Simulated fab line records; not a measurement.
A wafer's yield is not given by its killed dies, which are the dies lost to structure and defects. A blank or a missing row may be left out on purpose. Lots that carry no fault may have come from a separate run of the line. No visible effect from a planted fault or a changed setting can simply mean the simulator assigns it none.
Split-lot trial | flow n5-finfet | 7 lots, 21 wafers read, on a route of 1938 steps

## THE SPLIT
At N5_BEOL_M14_PEB_26 (peb time 90 s), the setting peb-temp-c was moved away from the recipe's 130 C on 7 of the 21 wafers read, by +1.4% to +2.8%. All remaining wafers had this setting at the recipe value.

## FROM THE SPLIT TO THE READING: what the file shows between them, 2 steps
- N5_BEOL_M14_DEVELOP_27: develop time 45 s
- N5_BEOL_M14_HARDBAKE_32: time 120 s

## THE READING
cd-nm (nm) at N5_BEOL_M14_CD_MEAS_28, where the cd target is 284.4 nm. Typical for fault-free wafers on this fab line: 284.4 nm, with standard deviation 1.2 nm.

wafer  | tool, chamber at the split | peb-temp-c as run, C | against the recipe | cd-nm, nm | against lot-mates on the recipe
L076.1 | litho-track-03, 0          | 133.2                | +2.5%              | 299.3     | +15.4
L076.5 | litho-track-03, 0          | 133.2                | +2.5%              | 298.7     | +14.8
L076.6 | litho-track-03, 0          | 130                  | recipe             | 283.9     | -
L080.4 | litho-track-03, 0          | 130                  | recipe             | 284.8     | -
L080.5 | litho-track-03, 0          | 133.7                | +2.8%              | 299.6     | +15.1
L080.6 | litho-track-03, 0          | 130                  | recipe             | 284.2     | -
L082.3 | litho-track-04, 0          | 130                  | recipe             | 285.0     | -
L082.4 | litho-track-04, 0          | 133.1                | +2.4%              | 296.7     | +12.6
L082.6 | litho-track-04, 0          | 130                  | recipe             | 283.3     | -
L083.3 | litho-track-04, 0          | 130                  | recipe             | 287.1     | -
L083.4 | litho-track-04, 0          | 130                  | recipe             | 284.5     | -
L083.5 | litho-track-04, 0          | 130                  | recipe             | 283.7     | -
L084.1 | litho-track-04, 0          | 133.6                | +2.8%              | 301.1     | +16.6
L084.3 | litho-track-04, 0          | 130                  | recipe             | 285.3     | -
L084.6 | litho-track-04, 0          | 130                  | recipe             | 283.8     | -
L085.1 | litho-track-04, 0          | 130                  | recipe             | 283.3     | -
L085.3 | litho-track-04, 0          | 130                  | recipe             | 284.8     | -
L085.6 | litho-track-04, 0          | 130                  | recipe             | 282.2     | -
L096.3 | litho-track-03, 0          | 130                  | recipe             | 283.1     | -
L096.5 | litho-track-03, 0          | 131.8                | +1.4%              | 291.1     | +8.0
L096.6 | litho-track-03, 0          | 131.8                | +1.4%              | 290.7     | +7.6

FIT RESULTS
A straight line over all 21 wafers: cd-nm changes by +5.69 nm for each +1% of peb-temp-c; r = +0.98; the points scatter about the line by 1.2 nm.
The same after taking each lot's own level away (the mean of its wafers on the recipe; 21 wafers): +5.74 nm for each +1%; r = +0.99; scatter 0.97 nm.
Per that fit: largest peb-temp-c move, reading shift of 16 nm.
From 283.10 to 285.10 nm: that is the span of the lots' own levels, equal to 1.7 times the standard deviation above.
Consequently the slope shifts little with the lot-to-lot level, the two slopes agreeing.
Check: for one of the wafers moved furthest among these (+2.8%), held out of the fit, the line's prediction against its lot-mates is +16.7 nm. It came out at +15.1 nm against them.

## THESE WAFERS: OTHER SPLITS
Note: prior to the reading, these wafers also went through further splits. Each is held against what the fit with the lots' levels taken away leaves over:
other split on the same wafers    | wafers away from the commonest value | r with cd-nm (lot level and that fit taken away)
N5_BEOL_M11_VIA_ETCH_34 time-s    | 10                                   | +0.11
N5_BEOL_M11_TRENCH_ETCH_37 bias-w | 2                                    | +0.00
N5_BEOL_M13_EXPOSE_25 dose-mj     | 4                                    | -0.29
N5_BEOL_M14_COAT_22 spin-rpm      | 4                                    | +0.38

## THE WHOLE CHAIN: every reading that the file lists as answering this split, in the file's order
step                   | what it does                                           | reading                                                         | change (the file's fit)              | r (the file's)
N5_BEOL_M14_CD_MEAS_28 | target cd 284.4 nm                                     | cd-nm                                                           | +5.66 nm for each +1% of the setting | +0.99
N5_BEOL_M14_DESCUM_33  | chemistry O2, time 7.9 s                               | BEOL_M14.cd-nm (the simulator's own value, which no gauge read) | +5.66 nm for each +1% of the setting | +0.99
N5_BEOL_M14_ETCH_67    | etches SiARC in CF4, target depth 143 nm, time 238.3 s | BEOL_M14.cd-nm (the simulator's own value, which no gauge read) | +5.76 nm for each +1% of the setting | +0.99

## THE FILE'S OWN FIT
cd-nm changes by +5.66 nm for each +1% of peb-temp-c, r = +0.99.
